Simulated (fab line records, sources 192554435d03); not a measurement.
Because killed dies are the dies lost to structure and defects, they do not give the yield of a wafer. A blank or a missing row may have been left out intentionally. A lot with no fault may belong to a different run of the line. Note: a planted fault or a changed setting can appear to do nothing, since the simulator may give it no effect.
2 desks looking at one fault :: flow n5_finfet :: every desk sees just its own numbers, and what lay behind them comes last

== FOR THE TOOL OWNER'S DESK: rie_metal-03 ==
The tool's own readings at N5_PASSIVATION_ETCH_59 (etches TaN in Cl2/BCl3, target depth 65 nm, time 34.9 s): means of the sampled wafers that have a number, for each lot that ran on this tool. Any lot whose mean is over 4 standard deviations away from the usual mean is out of limits and marked OUT; that distance is given in the brackets.
Columns: A = drypump_motor_current_A at N5_PASSIVATION_ETCH_59, usual 5.8 A; B = oes_product_au at N5_PASSIVATION_ETCH_59, usual 0.74 a.u.; C = rf_fwd_power_W at N5_PASSIVATION_ETCH_59, usual 894.3 W; D = throttle_valve_pct at N5_PASSIVATION_ETCH_59, usual 20.95 %
lot: L580
first seen here: day 12 15:01
A: 5.5
B: 0.70
C: 892.2
D: 21.14

lot: L582
first seen here: day 12 20:30
A: 5.5
B: 0.70
C: 893.7
D: 21.17

lot: L585
first seen here: day 13 19:24
A: 5.7
B: 0.70
C: 894.4
D: 21.13

lot: L591
first seen here: day 15 02:24
A: 5.5
B: 0.71
C: 893.5
D: 21.12

lot: L598
first seen here: day 16 18:37
A: 5.4
B: 0.63
C: 894.7
D: 21.33
This desk found nothing out of limits on any of the 5 lots.

== AT THE METROLOGY DESK ==
What the gauges read for every lot (on any tool): the sampled wafers with a number, averaged. Any lot whose mean is over 4 standard deviations away from the usual mean is out of limits and marked OUT; that distance is given in the brackets. Only the readings that lie furthest out on some lot appear, 7 of the 11 it has.
Columns: A = DIBL_N at N5_BEOL_M4_RC_MEAS_101, usual 36.5 mV/V; B = DIBL_P at N5_BEOL_M4_RC_MEAS_101, usual 36.6 mV/V; C = IOFF_N at N5_BEOL_M4_RC_MEAS_101, usual 0.160 nA/um; D = SS_N at N5_BEOL_M4_RC_MEAS_101, usual 71.6 mV/dec; E = SS_P at N5_BEOL_M4_RC_MEAS_101, usual 73.4 mV/dec; F = VT_N at N5_BEOL_M4_RC_MEAS_101, usual 250.0 mV; G = VT_P at N5_BEOL_M4_RC_MEAS_101, usual -250 mV
lot: L580
first seen here: day 8 06:04
A: 35.0
B: 36.3
C: 0.145
D: 71.7
E: 72.9
F: 250.4
G: -250

lot: L582
first seen here: day 9 01:41
A: 34.5
B: 35.0
C: 0.147
D: 71.6
E: 73.2
F: 250.4
G: -249

lot: L584
first seen here: day 9 18:49
A: 37.5
B: 38.2
C: 0.186
D: 71.6
E: 73.9
F: 249.5
G: -252

lot: L585
first seen here: day 9 20:58
A: 36.0
B: 36.0
C: 0.156
D: 71.6
E: 73.3
F: 249.1
G: -246

lot: L587
first seen here: day 10 11:13
A: 36.8
B: 37.6
C: 0.177
D: 71.7
E: 73.7
F: 247.4
G: -244

lot: L590
first seen here: day 11 02:08
A: 39.5
B: 39.8
C: 0.189
D: 72.5
E: 74.7
F: 248.8
G: -251

lot: L591
first seen here: day 11 04:09
A: 36.5
B: 36.0
C: 0.149
D: 71.3
E: 72.8
F: 250.2
G: -248

lot: L596
first seen here: day 12 06:28
A: 35.7
B: 35.1
C: 0.122
D: 71.2
E: 72.9
F: 254.0
G: -253

lot: L598
first seen here: day 13 00:58
A: 36.1
B: 37.1
C: 0.153
D: 72.0
E: 73.3
F: 252.0
G: -251

lot: L602
first seen here: day 13 16:08
A: 36.7
B: 36.3
C: 0.169
D: 71.9
E: 73.6
F: 248.0
G: -251
This desk found nothing out of limits on any of the 10 lots.

== BROUGHT TOGETHER ==
The tool owner's desk saw nothing out of limits.
The metrology desk saw nothing out of limits.

== WHAT THE SIMULATOR HAD PUT IN ==
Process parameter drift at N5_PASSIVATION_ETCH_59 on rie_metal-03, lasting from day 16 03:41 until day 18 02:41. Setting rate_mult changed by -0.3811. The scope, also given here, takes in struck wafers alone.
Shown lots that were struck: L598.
